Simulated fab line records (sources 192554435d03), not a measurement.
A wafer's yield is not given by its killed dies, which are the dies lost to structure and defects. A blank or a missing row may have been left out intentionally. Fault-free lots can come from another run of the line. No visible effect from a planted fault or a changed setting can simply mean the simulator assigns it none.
What tool caused it? | flow n5Finfet | 27 wafers from 9 lots sampled at 5 of the route's 1938 steps

== WHAT THE GAUGES SHOWED, per wafer ==
N5_BEOL_M4_RC_MEAS_101. Usual: DIBL_N 36.3 mV/V, standard deviation 1.8; DIBL_P 36.5 mV/V, standard deviation 2.1; IOFF_N 0.16 nA/um, standard deviation 0.031; IOFF_P 0.22 nA/um, standard deviation 0.038; ION_N 677 uA/um, standard deviation 12; ION_P 466 uA/um, standard deviation 7.8; SS_N 71.5 mV/dec, standard deviation 0.61; SS_P 73.2 mV/dec, standard deviation 0.7; VT_N 249 mV, standard deviation 3; VT_P -248.9 mV, standard deviation 3.
lot  | measured     | on        | DIBL_N (mV/V)  | DIBL_P (mV/V)  | IOFF_N (nA/um) | IOFF_P (nA/um) | ION_N (uA/um) | ION_P (uA/um) | SS_N (mV/dec)  | SS_P (mV/dec)  | VT_N (mV)   | VT_P (mV)            | flag
L998 | day 8 19:02  | prober-02 | 34.6 36.4 34.8 | 35.1 37.0 34.2 | 0.14 0.17 0.13 | 0.22 0.24 0.21 | 676 682 662   | 472 474 464   | 71.2 70.5 71.4 | 73.5 73.3 72.3 | 251 246 252 | -245.7 -246.0 -249.5 | 
L104 | day 10 13:41 | prober-01 | 35.2 39.7 40.4 | 34.4 39.6 41.0 | 0.14 0.22 0.24 | 0.19 0.26 0.30 | 678 673 703   | 469 460 474   | 71.7 72.0 71.7 | 72.3 74.2 74.4 | 249 247 242 | -249.9 -245.4 -245.9 | 
L107 | day 10 18:19 | prober-02 | 34.3 34.2 34.7 | 34.6 35.0 35.8 | 0.14 0.15 0.14 | 0.21 0.21 0.21 | 661 677 662   | 460 472 460   | 71.6 71.1 72.2 | 73.9 73.3 73.0 | 251 250 252 | -247.7 -246.4 -247.3 | 
L108 | day 10 20:47 | prober-01 | 39.5 37.6 40.1 | 38.0 36.5 38.6 | 0.17 0.16 0.18 | 0.22 0.22 0.23 | 673 673 686   | 458 468 466   | 72.5 71.8 72.8 | 74.0 72.9 74.0 | 249 250 250 | -249.8 -250.6 -247.5 | 
L109 | day 11 08:43 | prober-02 | 35.6 35.2 36.9 | 34.6 34.5 36.5 | 0.15 0.15 0.18 | 0.21 0.21 0.25 | 664 675 675   | 460 466 463   | 70.8 70.6 71.5 | 72.6 73.3 73.8 | 251 250 248 | -247.7 -248.2 -245.0 | 
L116 | day 12 17:35 | prober-02 | 34.9 37.3 34.2 | 35.1 38.4 34.0 | 0.15 0.20 0.14 | 0.21 0.25 0.18 | 681 686 664   | 469 470 462   | 71.1 71.6 71.3 | 72.8 73.8 72.1 | 247 247 251 | -249.8 -248.2 -254.4 | 
L119 | day 13 19:41 | prober-02 | 32.2 32.5 33.8 | 32.2 32.5 33.8 | 0.10 0.11 0.12 | 0.15 0.15 0.17 | 641 671 650   | 449 462 453   | 70.8 70.4 70.7 | 72.1 72.4 72.5 | 256 255 253 | -254.0 -252.8 -252.0 | 
L120 | day 14 04:28 | prober-01 | 36.1 36.2 36.2 | 36.8 36.5 37.3 | 0.17 0.16 0.16 | 0.23 0.23 0.25 | 682 682 683   | 469 475 467   | 71.8 71.7 71.4 | 73.2 72.9 73.1 | 248 248 249 | -249.1 -246.7 -244.5 | 
L121 | day 14 01:23 | prober-01 | 34.1 34.1 38.3 | 35.5 34.8 40.8 | 0.14 0.14 0.23 | 0.20 0.19 0.31 | 680 661 698   | 469 457 477   | 71.8 71.4 71.7 | 72.6 72.4 73.5 | 250 249 245 | -250.0 -249.1 -246.5 | 

== WHICH TOOL RAN EACH LOT (tool, then ch and the chambers of the sampled wafers, then the start) ==
lot  | N5_HKMG_FIN_ETCH_86               | N5_HKMG_FIN_STRIP_90              | N5_HKMG_FIN_CMP_94            | N5_GATE_CUT_ETCHBACK_30
L998 | rieDiel-05 ch 0,1, day 4 06:36    | rieDiel-05 ch 0,1,2, day 4 07:53  | cmp-01 ch 1,2, day 4 09:35    | rieMetal-01 ch 0,1, day 4 10:03
L104 | rieDiel-01 ch 1,2,3, day 5 20:17  | rieDiel-01 ch 1,2,3, day 5 21:26  | cmp-01 ch 0,1,3, day 5 23:10  | rieMetal-03 ch 0,1, day 5 23:38
L107 | rieDiel-05 ch 0,2,3, day 6 12:20  | rieDiel-02 ch 0,1,3, day 6 13:29  | cmp-01 ch 0,2,3, day 6 15:11  | rieMetal-01 ch 0,1, day 6 15:39
L108 | rieDiel-01 ch 1,2, day 6 18:38    | rieDiel-01 ch 2,3, day 6 19:47    | cmp-01 ch 2,3, day 6 21:28    | rieMetal-01 ch 0,1, day 6 21:57
L109 | rieDiel-05 ch 0,3, day 7 01:02    | rieDiel-05 ch 1,2,3, day 7 02:10  | cmp-02 ch 0,1,3, day 7 03:52  | rieMetal-01 ch 0,1, day 7 04:20
L116 | rieDiel-01 ch 0,1,2, day 8 15:56  | rieDiel-05 ch 2,3, day 8 17:10    | cmp-01 ch 0,1, day 8 18:55    | rieMetal-01 ch 0,1, day 8 19:23
L119 | rieDiel-01 ch 0,1, day 9 07:59    | rieDiel-02 ch 1,2, day 9 09:07    | cmp-01 ch 1,3, day 9 10:50    | rieMetal-01 ch 0,1, day 9 11:17
L120 | rieDiel-02 ch 0,3, day 9 19:35    | rieDiel-01 ch 2,3, day 9 20:49    | cmp-02 ch 1,3, day 9 22:30    | rieMetal-03 ch 0, day 9 22:59
L121 | rieDiel-05 ch 1,2,3, day 10 01:04 | rieDiel-02 ch 0,1,2, day 10 02:10 | cmp-03 ch 0,2,3, day 10 03:58 | rieMetal-02 ch 0,1, day 10 04:22
- N5_HKMG_FIN_ETCH_86: etches SOC in N2/H2, stops on TiN, target depth 393.2 nm.
- N5_HKMG_FIN_STRIP_90: strips SOC in N2/H2, time 20 s.
- N5_HKMG_FIN_CMP_94: polishes, stops on SiNx, t overpolish 4.7 s, target thk 43.299 nm.
- N5_GATE_CUT_ETCHBACK_30: etches TiN in Cl2/Ar, target depth 3 nm.

== WHAT THE TOOLS THEMSELVES READ (means of the sampled wafers that have a number; where no wafer has one, the mark that the record gives instead) ==
N5_HKMG_FIN_ETCH_86. Usual: drypumpMotorCurrentA 5.9 A, standard deviation 0.53; oesProductAu 0.76 a.u., standard deviation 0.078; rfFwdPowerW 843.9 W, standard deviation 2.8; rfVppV 241.0 V, standard deviation 1.5; showerheadPlenumPTorr 2.57 Torr, standard deviation 0.097; throttleValvePct 17.76 %, standard deviation 0.22.
lot  | tool       | drypumpMotorCurrentA (A) | oesProductAu (a.u.) | rfFwdPowerW (W) | rfVppV (V) | showerheadPlenumPTorr (Torr) | throttleValvePct (%) | flag
L998 | rieDiel-05 | 5.9                      | 0.71                | 845.7           | 241.9      | 2.59                         | 17.81                | 
L104 | rieDiel-01 | 5.4                      | 0.81                | 844.2           | 240.3      | 2.54                         | 17.72                | 
L107 | rieDiel-05 | 5.8                      | 0.71                | 843.4           | 240.8      | 2.55                         | 17.94                | 
L108 | rieDiel-01 | 5.7                      | 0.79                | 843.1           | 242.2      | 2.60                         | 17.87                | 
L109 | rieDiel-05 | 5.8                      | 0.69                | 843.9           | 240.9      | 2.53                         | 17.94                | 
L116 | rieDiel-01 | 6.0                      | 0.74                | 842.7           | 239.9      | 2.54                         | 17.86                | 
L119 | rieDiel-01 | 6.6                      | 0.75                | 843.1           | 240.4      | 2.57                         | 17.82                | 
L120 | rieDiel-02 | 6.1                      | 0.82                | 843.8           | 242.4      | 2.66                         | 17.64                | 
L121 | rieDiel-05 | 6.1                      | 0.69                | 844.1           | 240.1      | 2.52                         | 17.84                | 

N5_HKMG_FIN_STRIP_90. Usual: drypumpMotorCurrentA 5.9 A, standard deviation 0.53; oesProductAu 0.78 a.u., standard deviation 0.093; rfFwdPowerW 497.2 W, standard deviation 1.7; rfVppV 54.5 V, standard deviation 0.87; showerheadPlenumPTorr 3.39 Torr, standard deviation 0.12; throttleValvePct 19.0 %, standard deviation 0.42.
lot  | tool       | drypumpMotorCurrentA (A) | oesProductAu (a.u.) | rfFwdPowerW (W) | rfVppV (V) | showerheadPlenumPTorr (Torr) | throttleValvePct (%) | flag
L998 | rieDiel-05 | 5.9                      | 0.72                | 498.7           | 54.2       | 3.43                         | 19.0                 | 
L104 | rieDiel-01 | 5.4                      | 0.82                | 497.1           | 54.3       | 3.36                         | 19.0                 | 
L107 | rieDiel-02 | 6.2                      | 0.88                | 498.2           | 55.5       | 3.53                         | 18.6                 | 
L108 | rieDiel-01 | 5.0                      | 0.78                | 496.1           | 54.0       | 3.24                         | 18.9                 | 
L109 | rieDiel-05 | 6.1                      | 0.72                | 497.1           | 54.3       | 3.34                         | 19.1                 | 
L116 | rieDiel-05 | 6.0                      | 0.72                | 497.4           | 54.3       | 3.27                         | 19.3                 | 
L119 | rieDiel-02 | 6.0                      | 0.83                | 497.0           | 54.7       | 3.45                         | 19.4                 | 
L120 | rieDiel-01 | 5.0                      | 0.80                | 498.0           | 54.4       | 3.26                         | 18.7                 | 
L121 | rieDiel-02 | 6.1                      | 0.80                | 496.9           | 54.2       | 3.47                         | 19.0                 | 

N5_HKMG_FIN_CMP_94. Usual: headPressurePsi 4.000 psi, standard deviation 0.0083; motorCurrentA 12.7 A, standard deviation 0.91.
lot  | tool   | headPressurePsi (psi) | motorCurrentA (A) | flag
L998 | cmp-01 | 3.996                 | 12.8              | 
L104 | cmp-01 | 4.001                 | 12.3              | 
L107 | cmp-01 | 4.002                 | 11.6              | 
L108 | cmp-01 | 3.997                 | 11.8              | 
L109 | cmp-02 | 4.001                 | 13.4              | 
L116 | cmp-01 | 4.315                 | 13.0              | OFF
L119 | cmp-01 | 4.322                 | 13.3              | OFF
L120 | cmp-02 | 4.007                 | 13.3              | 
L121 | cmp-03 | 4.004                 | 12.5              | 

N5_GATE_CUT_ETCHBACK_30. Usual: drypumpMotorCurrentA 5.6 A, standard deviation 0.41; oesProductAu 0.80 a.u., standard deviation 0.099; rfFwdPowerW 588 W, standard deviation 3.5; throttleValvePct 20.71 %, standard deviation 0.23.
lot  | tool        | drypumpMotorCurrentA (A) | oesProductAu (a.u.) | rfFwdPowerW (W) | throttleValvePct (%) | flag
L998 | rieMetal-01 | 5.9                      | 0.77                | 589             | 20.42                | 
L104 | rieMetal-03 | 5.3                      | 0.87                | 590             | 20.88                | 
L107 | rieMetal-01 | 5.9                      | 0.76                | 588             | 20.43                | 
L108 | rieMetal-01 | 5.8                      | 0.73                | 588             | 20.55                | 
L109 | rieMetal-01 | 5.8                      | 0.73                | 588             | 20.55                | 
L116 | rieMetal-01 | 5.9                      | 0.72                | 587             | 20.58                | 
L119 | rieMetal-01 | 5.9                      | 0.74                | 590             | 20.45                | 
L120 | rieMetal-03 | 6.0                      | 0.70                | 587             | 20.90                | 
L121 | rieMetal-02 | 5.4                      | 0.89                | 588             | 20.79                | 

== THE ANSWER, worked out from the rows above alone ==
Rule: lot off if the mean of its wafers having a number is beyond 3 standard deviations from the usual mean. A lot without any number at a reading at which 4 lots or more have one is off too. The other lots that the step has rows for count as sound. First the gauges in route order, then the tools' own readings, where a lot's mean is used as printed above. The first step at which some lot is off is used, and at that step the reading that is off furthest; a lot without a number counts as furthest.
Off, at N5_HKMG_FIN_CMP_94 on headPressurePsi: L116, L119.
If a tool, at that step or one of the process steps before it, ran each lot that is off and ran no sound lot following the first of them, it fits. This does not decide it: 2 tools fit, namely rieDiel-01 at N5_HKMG_FIN_ETCH_86 and cmp-01 at N5_HKMG_FIN_CMP_94.

== WHAT THE SIMULATOR PUT IN ==
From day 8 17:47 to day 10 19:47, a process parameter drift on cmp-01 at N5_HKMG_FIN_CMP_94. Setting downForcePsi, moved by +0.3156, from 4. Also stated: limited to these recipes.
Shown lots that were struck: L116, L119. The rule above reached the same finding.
